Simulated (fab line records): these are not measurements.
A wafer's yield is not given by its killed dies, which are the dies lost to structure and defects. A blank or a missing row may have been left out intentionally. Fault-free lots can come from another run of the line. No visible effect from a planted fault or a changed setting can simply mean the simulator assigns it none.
One fault through the eyes of 3 desks | flow n5Finfet | each desk holds nothing but its own numbers, with what lay behind them at the end

== FOR THE TOOL OWNER'S DESK: lithoTrack-02 ==
The tool's own readings at N5_SD_EPI_P_COAT_03 (resist thk 150 nm): means of the sampled wafers that have a number, for each lot that ran on this tool. Any lot whose mean is over 4 standard deviations away from the usual mean is out of limits and marked OUT; that distance is given in the brackets.
Columns: A = resistLineTempC at N5_SD_EPI_P_COAT_03, usual 23.01 C; B = spinSpeedRpm at N5_SD_EPI_P_COAT_03, usual 1500.0 rpm
lot  | first seen here | A     | B
L226 | day 4 03:15     | 23.06 | 1499.4
L231 | day 5 08:45     | 23.02 | 1230.7 (-99 or more) OUT
L233 | day 5 18:17     | 22.87 | 1231.7 (-99 or more) OUT
L245 | day 8 20:01     | 23.01 | 1500.6
This desk finds L231, L233 out of limits, L231 being first, at day 5 08:45 (spinSpeedRpm at N5_SD_EPI_P_COAT_03). L226, L245 stayed within limits.

== FROM THE METROLOGY DESK ==
Lot by lot, what the gauges showed, no matter which tool ran the lot: averages of those sampled wafers that carry a number. Any lot whose mean is over 4 standard deviations away from the usual mean is out of limits and marked OUT; that distance is given in the brackets. Of its 10 readings 7 are shown: those that lie furthest out on some lot.
Columns: A = DIBL_N at N5_BEOL_M4_RC_MEAS_101, usual 36.0 mV/V; B = IOFF_N at N5_BEOL_M4_RC_MEAS_101, usual 0.156 nA/um; C = IOFF_P at N5_BEOL_M4_RC_MEAS_101, usual 0.21 nA/um; D = ION_N at N5_BEOL_M4_RC_MEAS_101, usual 673 uA/um; E = ION_P at N5_BEOL_M4_RC_MEAS_101, usual 463 uA/um; F = VT_N at N5_BEOL_M4_RC_MEAS_101, usual 250 mV; G = VT_P at N5_BEOL_M4_RC_MEAS_101, usual -250 mV
lot  | first seen here | A    | B     | C    | D   | E   | F   | G
L226 | day 8 11:33     | 36.2 | 0.148 | 0.17 | 670 | 455 | 253 | -254
L231 | day 9 16:02     | 36.3 | 0.161 | 0.21 | 674 | 463 | 250 | -249
L233 | day 10 11:10    | 33.9 | 0.137 | 0.21 | 667 | 463 | 252 | -248
L237 | day 11 05:07    | 36.6 | 0.166 | 0.22 | 676 | 466 | 251 | -249
L238 | day 11 14:01    | 36.0 | 0.170 | 0.19 | 680 | 460 | 248 | -253
L240 | day 12 10:09    | 37.9 | 0.166 | 0.23 | 678 | 464 | 249 | -249
L242 | day 13 01:37    | 34.9 | 0.129 | 0.19 | 664 | 460 | 253 | -251
L245 | day 13 10:40    | 35.7 | 0.146 | 0.18 | 677 | 462 | 251 | -254
L246 | day 14 00:35    | 36.4 | 0.172 | 0.22 | 686 | 465 | 247 | -251
This desk's finding: nothing out of limits on any of the 9 lots.

== THE DEFECT DESK ==
Lot by lot, what the route's inspections counted, given as the mean of those sampled wafers with a number. Any lot whose mean is over 4 standard deviations away from the usual mean is out of limits and marked OUT; that distance is given in the brackets.
Columns: A = rawDefectCount at N5_SD_EPI_P_INSPECT_11, usual 2.1
lot  | first seen here | A
L226 | day 4 03:32     | 3.7
L231 | day 5 09:10     | 2.7
L233 | day 5 18:34     | 2.0
L237 | day 6 20:17     | 1.3
L238 | day 7 06:17     | 1.7
L240 | day 7 14:59     | 1.7
L242 | day 7 23:48     | 3.0
L245 | day 8 20:26     | 3.0
L246 | day 8 23:23     | 3.0
This desk's finding: nothing out of limits on any of the 9 lots.

== TAKEN TOGETHER ==
An alarm could have come from the tool owner's desk at day 5 08:45, on L231, L233.
From the metrology desk's view, nothing was out of limits.
Nothing the defect desk looked at was out of limits.
The metrology desk holds a record of L231, L233, inside its limits.
The defect desk has L231, L233 on record, within its limits.
On lithoTrack-02, each named lot ran N5_SD_EPI_P_COAT_03.

== WHAT THE SIMULATOR HAD INSERTED ==
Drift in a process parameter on lithoTrack-02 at N5_SD_EPI_P_COAT_03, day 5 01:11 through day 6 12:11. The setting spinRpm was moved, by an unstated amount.
Lots struck among those shown: L231, L233.
Time in hours from fault onset to the first out-of-limits reading at each desk: the tool owner's desk, 8.
